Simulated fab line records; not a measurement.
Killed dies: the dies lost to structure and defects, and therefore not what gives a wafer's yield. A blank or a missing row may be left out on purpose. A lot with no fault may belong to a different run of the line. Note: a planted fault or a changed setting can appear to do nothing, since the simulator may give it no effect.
Which of the tools did it? + flow nandHarc + 39 wafers from 13 lots sampled at 2 of the route's 1302 steps

WHAT EACH GAUGE READ, for each wafer
NHARC_A_M1_CD_MEAS_16. Usual: cdNm 119.8 nm, standard deviation 0.76.
| lot  | measured     | on       | cdNm (nm)         | flag |
|------|--------------|----------|-------------------|------|
| L148 | day 23 09:25 | cdSem-01 | 119.5 119.1 119.1 |      |
| L149 | day 23 11:07 | cdSem-01 | 118.7 119.9 119.1 |      |
| L150 | day 23 18:16 | cdSem-01 | 118.5 120.3 119.5 |      |
| L151 | day 23 19:19 | cdSem-01 | 120.3 119.1 119.4 |      |
| L153 | day 24 15:43 | cdSem-03 | 120.0 119.5 119.6 |      |
| L152 | day 24 17:39 | cdSem-01 | 120.1 119.9 120.7 |      |
| L155 | day 25 10:11 | cdSem-02 | 121.8 121.6 122.0 |      |
| L156 | day 26 19:18 | cdSem-02 | 120.1 120.5 119.9 |      |
| L159 | day 27 10:16 | cdSem-01 | 119.5 118.9 119.4 |      |
| L166 | day 30 15:02 | cdSem-01 | 119.8 120.4 119.6 |      |
| L168 | day 31 01:55 | cdSem-03 | 118.9 119.4 120.1 |      |
| L170 | day 32 06:18 | cdSem-02 | 118.4 118.8 119.6 |      |
| L171 | day 32 16:25 | cdSem-01 | 121.2 121.0 119.6 |      |

WHAT TOOL EACH LOT RAN ON (gives the tool, then ch and the chambers of the sampled wafers, and finally the start)
| lot  | NHARC_A_M1_ETCH_15                           |
|------|----------------------------------------------|
| L148 | rieDiel-08 ch 0,1,2, day 23 09:25 or earlier |
| L149 | rieDiel-05 ch 0,1,2, day 23 11:07 or earlier |
| L150 | rieDiel-05 ch 0,3, day 23 18:16 or earlier   |
| L151 | rieDiel-05 ch 0,3, day 23 19:19 or earlier   |
| L153 | rieDiel-05 ch 1,3, day 24 15:43 or earlier   |
| L152 | rieDiel-08 ch 0,2,3, day 24 17:39 or earlier |
| L155 | rieDiel-08 ch 0,2,3, day 25 10:11 or earlier |
| L156 | rieDiel-05 ch 0,2,3, day 26 19:18 or earlier |
| L159 | rieDiel-12 ch 0,1, day 27 10:16 or earlier   |
| L166 | rieDiel-05 ch 0,2,3, day 30 15:02 or earlier |
| L168 | rieDiel-08 ch 0,2,3, day 31 01:55 or earlier |
| L170 | rieDiel-08 ch 0,1,2, day 32 06:18 or earlier |
| L171 | rieDiel-05 ch 1,2,3, day 32 16:25 or earlier |
- NHARC_A_M1_ETCH_15: etches the open film in C4F8/Ar, target depth 182.5 nm, time 91.2 s.

WHAT THE TOOLS THEMSELVES READ (means of the sampled wafers that have a number; where no wafer has one, the mark that the record gives instead)
NHARC_A_M1_ETCH_15. Usual: oesProductAu 0.959 a.u., standard deviation 0.019; rfVppV 439.9 V, standard deviation 2.2.
| lot  | tool       | oesProductAu (a.u.) | rfVppV (V) | flag |
|------|------------|---------------------|------------|------|
| L148 | rieDiel-08 | 0.963               | 441.0      |      |
| L149 | rieDiel-05 | 0.929               | 439.4      |      |
| L150 | rieDiel-05 | 0.977               | 436.9      |      |
| L151 | rieDiel-05 | 0.962               | 437.8      |      |
| L153 | rieDiel-05 | 0.951               | 438.4      |      |
| L152 | rieDiel-08 | 0.976               | 441.7      |      |
| L155 | rieDiel-08 | 0.961               | 441.9      |      |
| L156 | rieDiel-05 | 0.927               | 438.0      |      |
| L159 | rieDiel-12 | 0.953               | 438.0      |      |
| L166 | rieDiel-05 | 0.927               | 438.8      |      |
| L168 | rieDiel-08 | 0.969               | 441.7      |      |
| L170 | rieDiel-08 | 0.960               | 440.1      |      |
| L171 | rieDiel-05 | 0.967               | 440.1      |      |

THE ANSWER, worked out from the rows above alone
Rule: a lot counts as off when the mean over its wafers that have a number is more than 3 standard deviations away from the usual mean. Also off: a lot with no number at a reading for which 4 or more lots have one. All remaining lots with rows at the step are treated as sound. The gauges are gone through in route order, then the tools' own readings, and for those a lot's mean is taken as printed above. The first step at which some lot is off is used, and at that step the reading that is off furthest; a lot without a number counts as furthest.
Across all readings shown, no lot is off: no conclusion can be drawn from this.

WHAT THE SIMULATOR HAD INSERTED
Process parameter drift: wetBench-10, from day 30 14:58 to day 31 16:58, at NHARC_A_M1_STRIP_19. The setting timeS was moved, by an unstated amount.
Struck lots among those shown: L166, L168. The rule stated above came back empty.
